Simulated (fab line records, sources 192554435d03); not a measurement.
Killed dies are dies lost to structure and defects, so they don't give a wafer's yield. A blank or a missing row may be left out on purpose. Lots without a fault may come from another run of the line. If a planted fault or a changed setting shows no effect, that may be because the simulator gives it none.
Chamber matching :: flow n5-finfet :: ald-metal-01 running N5_BEOL_M4_ALD_84: 4 sister chambers
The step deposits TaN, pulse time 2 s, purge time 3 s, co reactant purge time 2 s. 18 wafers are shown with their chamber, then 9 later ones without.

## WAFERS WITH THEIR CHAMBER
wafer: L076.1
chamber: 0
heater-power-w (W): 435
precursor-vessel-carrier-sccm (sccm): 999.7

wafer: L076.4
chamber: 3
heater-power-w (W): 306
precursor-vessel-carrier-sccm (sccm): 1004.3

wafer: L076.5
chamber: 2
heater-power-w (W): 419
precursor-vessel-carrier-sccm (sccm): 995.2

wafer: L082.3
chamber: 0
heater-power-w (W): 460
precursor-vessel-carrier-sccm (sccm): 1001.1

wafer: L082.5
chamber: 0
heater-power-w (W): 451
precursor-vessel-carrier-sccm (sccm): 1001.1

wafer: L082.6
chamber: 1
heater-power-w (W): 408
precursor-vessel-carrier-sccm (sccm): 999.5

wafer: L085.1
chamber: 2
heater-power-w (W): 425
precursor-vessel-carrier-sccm (sccm): 1001.6

wafer: L085.3
chamber: 0
heater-power-w (W): 445
precursor-vessel-carrier-sccm (sccm): 1000.2

wafer: L085.6
chamber: 2
heater-power-w (W): 429
precursor-vessel-carrier-sccm (sccm): 998.5

wafer: L087.2
chamber: 2
heater-power-w (W): 425
precursor-vessel-carrier-sccm (sccm): 1003.2

wafer: L087.3
chamber: 0
heater-power-w (W): 435
precursor-vessel-carrier-sccm (sccm): 1006.9

wafer: L087.5
chamber: 3
heater-power-w (W): 299
precursor-vessel-carrier-sccm (sccm): 998.3

wafer: L090.2
chamber: 2
heater-power-w (W): 415
precursor-vessel-carrier-sccm (sccm): 1004.3

wafer: L090.3
chamber: 3
heater-power-w (W): 296
precursor-vessel-carrier-sccm (sccm): 998.8

wafer: L090.4
chamber: 0
heater-power-w (W): 451
precursor-vessel-carrier-sccm (sccm): 997.1

wafer: L092.1
chamber: 3
heater-power-w (W): 298
precursor-vessel-carrier-sccm (sccm): 1001.9

wafer: L092.2
chamber: 0
heater-power-w (W): 457
precursor-vessel-carrier-sccm (sccm): 995.7

wafer: L092.3
chamber: 2
heater-power-w (W): 423
precursor-vessel-carrier-sccm (sccm): 998.1

SIGNATURES, as means of the wafers listed above
reading: heater-power-w
chamber 0: 447.71
chamber 1: 408.00
chamber 2: 422.67
chamber 3: 299.75
scatter within a chamber: 7.41

reading: precursor-vessel-carrier-sccm
chamber 0: 1000.257
chamber 1: 999.500
chamber 2: 1000.150
chamber 3: 1000.825
scatter within a chamber: 3.38
Rule: distance of a wafer from a chamber = root of the sum over the readings of ((wafer's reading minus chamber's mean) / reading's scatter) squared. The wafer belongs to the nearest chamber; if the next one is less than 2 further off, it can't be placed. The scatter: take each reading less its chamber's mean, square it, sum over the shown wafers, divide by the number of wafers less the number of chambers, and take the root.

## WAFERS MISSING THEIR CHAMBER
wafer: L093.1
heater-power-w (W): 398
precursor-vessel-carrier-sccm (sccm): 998.5

wafer: L093.3
heater-power-w (W): 442
precursor-vessel-carrier-sccm (sccm): 995.5

wafer: L093.5
heater-power-w (W): 420
precursor-vessel-carrier-sccm (sccm): 994.9

wafer: L094.1
heater-power-w (W): 413
precursor-vessel-carrier-sccm (sccm): 1001.5

wafer: L094.4
heater-power-w (W): 302
precursor-vessel-carrier-sccm (sccm): 1002.1

wafer: L094.5
heater-power-w (W): 401
precursor-vessel-carrier-sccm (sccm): 999.7

wafer: L096.1
heater-power-w (W): 440
precursor-vessel-carrier-sccm (sccm): 1000.2

wafer: L096.3
heater-power-w (W): 417
precursor-vessel-carrier-sccm (sccm): 997.6

wafer: L096.4
heater-power-w (W): 391
precursor-vessel-carrier-sccm (sccm): 1003.4

## CHAMBER TAKEN BY EACH
wafer: L093.1
from the rows above: can't be placed: 1 or 2
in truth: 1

wafer: L093.3
from the rows above: can't be placed: 0 or 2
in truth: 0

wafer: L093.5
from the rows above: can't be placed: 2 or 1
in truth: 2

wafer: L094.1
from the rows above: can't be placed: 1 or 2
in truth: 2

wafer: L094.4
from the rows above: 3
in truth: 3

wafer: L094.5
from the rows above: can't be placed: 1 or 2
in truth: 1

wafer: L096.1
from the rows above: can't be placed: 0 or 2
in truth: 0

wafer: L096.3
from the rows above: can't be placed: 2 or 1
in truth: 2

wafer: L096.4
from the rows above: can't be placed: 1 or 2
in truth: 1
Placed correctly: 1 of 9. Not placeable from these rows: 8 (in 8, the candidates include the true chamber). Wrongly placed: 0.
